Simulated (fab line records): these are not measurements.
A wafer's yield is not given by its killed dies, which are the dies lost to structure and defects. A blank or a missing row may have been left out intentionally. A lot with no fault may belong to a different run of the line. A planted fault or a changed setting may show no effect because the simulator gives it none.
Split-lot experiment ; flow n5Finfet ; route with 1938 steps; 7 lots, 39 wafers read

SPLIT DETAILS
At N5_DUMMY_GATE_EXPOSE_12 (exposes mask GATE, target cd 25 nm), the setting doseMj was moved away from the recipe's 34 on 18 of the 39 wafers read, by -7.2% to +5.6%. For the rest of the wafers, this setting stayed at what the recipe calls for.

FROM THE SPLIT TO THE READING: what the file shows between them, 2 steps
- N5_DUMMY_GATE_PEB_13: peb time 60 s
- N5_DUMMY_GATE_DEVELOP_14: develop time 30 s

THE READING
cdNm, in nm, at N5_DUMMY_GATE_CD_MEAS_15 (target cd 25.8 nm). A value of 25.09 nm with a standard deviation of 0.3 nm is what fault-free wafers of this fab line usually give.

wafer;tool, chamber at the split;doseMj as run;against the recipe;cdNm, nm;against lot-mates on the recipe
L074.2;euvScanner-02, 0;34;recipe;24.84;-
L074.4;euvScanner-02, 0;34;recipe;25.13;-
L074.5;euvScanner-02, 0;34;recipe;25.07;-
L076.1;euvScanner-02, 0;35.56;+4.6%;24.01;-1.22
L076.2;euvScanner-02, 0;34;recipe;25.27;-
L076.3;euvScanner-02, 0;34;recipe;25.36;-
L076.4;euvScanner-02, 0;34;recipe;25.06;-
L076.5;euvScanner-02, 0;35.56;+4.6%;24.24;-0.99
L076.6;euvScanner-02, 0;35.56;+4.6%;24.28;-0.95
L078.1;euvScanner-01, 0;34;recipe;25.32;-
L078.2;euvScanner-01, 0;31.62;-7.0%;26.70;+1.27
L078.3;euvScanner-01, 0;34;recipe;25.60;-
L078.4;euvScanner-01, 0;31.62;-7.0%;26.68;+1.25
L078.5;euvScanner-01, 0;34;recipe;25.38;-
L078.6;euvScanner-01, 0;31.62;-7.0%;26.41;+0.98
L088.1;euvScanner-02, 0;35.7;+5.0%;24.17;-1.16
L088.2;euvScanner-02, 0;34;recipe;25.32;-
L088.3;euvScanner-02, 0;35.7;+5.0%;24.23;-1.10
L088.4;euvScanner-02, 0;35.7;+5.0%;24.35;-0.98
L088.5;euvScanner-02, 0;34;recipe;25.41;-
L088.6;euvScanner-02, 0;34;recipe;25.27;-
L090.1;euvScanner-01, 0;34;recipe;24.62;-
L090.2;euvScanner-01, 0;35.72;+5.1%;24.38;-0.33
L090.3;euvScanner-01, 0;35.72;+5.1%;23.82;-0.89
L090.4;euvScanner-01, 0;34;recipe;24.55;-
L090.5;euvScanner-01, 0;34;recipe;24.96;-
L090.6;euvScanner-01, 0;35.72;+5.1%;24.02;-0.69
L093.1;euvScanner-02, 0;34;recipe;25.25;-
L093.2;euvScanner-02, 0;31.54;-7.2%;26.61;+1.44
L093.3;euvScanner-02, 0;34;recipe;25.55;-
L093.4;euvScanner-02, 0;31.54;-7.2%;26.55;+1.38
L093.5;euvScanner-02, 0;34;recipe;24.71;-
L093.6;euvScanner-02, 0;31.54;-7.2%;26.56;+1.39
L095.1;euvScanner-02, 0;34;recipe;24.86;-
L095.2;euvScanner-02, 0;34;recipe;24.82;-
L095.3;euvScanner-02, 0;34;recipe;25.20;-
L095.4;euvScanner-02, 0;35.9;+5.6%;24.07;-0.89
L095.5;euvScanner-02, 0;35.9;+5.6%;23.78;-1.18
L095.6;euvScanner-02, 0;35.9;+5.6%;24.10;-0.86

THE FIT
A straight line over all 39 wafers: cdNm changes by -0.202 nm for each +1% of doseMj; r = -0.96; the points scatter about the line by 0.24 nm.
The same after taking each lot's own level away (the mean of its wafers on the recipe; 39 wafers): -0.182 nm for each +1%; r = -0.96; scatter 0.21 nm.
The reading moves by 1.3 nm for the largest change in doseMj, on that fit.
The span of the lots' own levels, 24.710 to 25.433 nm, comes to 2.4 times the standard deviation stated above.
Thus the slope moves with the lot-to-lot level: the two fits are different.
Check: with one of the wafers moved furthest among these (-7.2%) left out of the fit, the line predicts +1.29 nm for it against its lot-mates. It came out at +1.44 nm against them.

OTHER SPLITS APPLIED TO THESE WAFERS
Other splits were also applied to these wafers ahead of the reading. Each is held against what the fit with the lots' levels taken away leaves over:
other split on the same wafers;wafers away from the commonest value;r with cdNm (lot level and that fit taken away)
N5_FIN_SAQP_HM_DEP_03 timeS;12;-0.21
N5_FIN_CUT_ETCH_21 biasW;18;-0.02

THE WHOLE CHAIN: every reading that the file lists as answering this split, in the file's order
step;what it does;reading;change (the file's fit);r (the file's)
N5_DUMMY_GATE_CD_MEAS_15;target cd 25.8 nm;cdNm;-0.182 nm for each +1% of the setting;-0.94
N5_DUMMY_GATE_ETCH_44;etches poly-Si in HBr/O2, stops on SiO2, target depth 127.5 nm;DUMMY_GATE.cdNm (the simulator's own value, which no gauge read);-0.188 nm for each +1% of the setting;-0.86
N5_DUMMY_GATE_ETCH_42;etches SiO2 in CHF3/O2, target depth 3.5 nm, time 31 s;DUMMY_GATE.cdNm (the simulator's own value, which no gauge read);-0.201 nm for each +1% of the setting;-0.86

FILE'S OWN FIT
cdNm changes by -0.182 nm for each +1% of doseMj, r = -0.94.
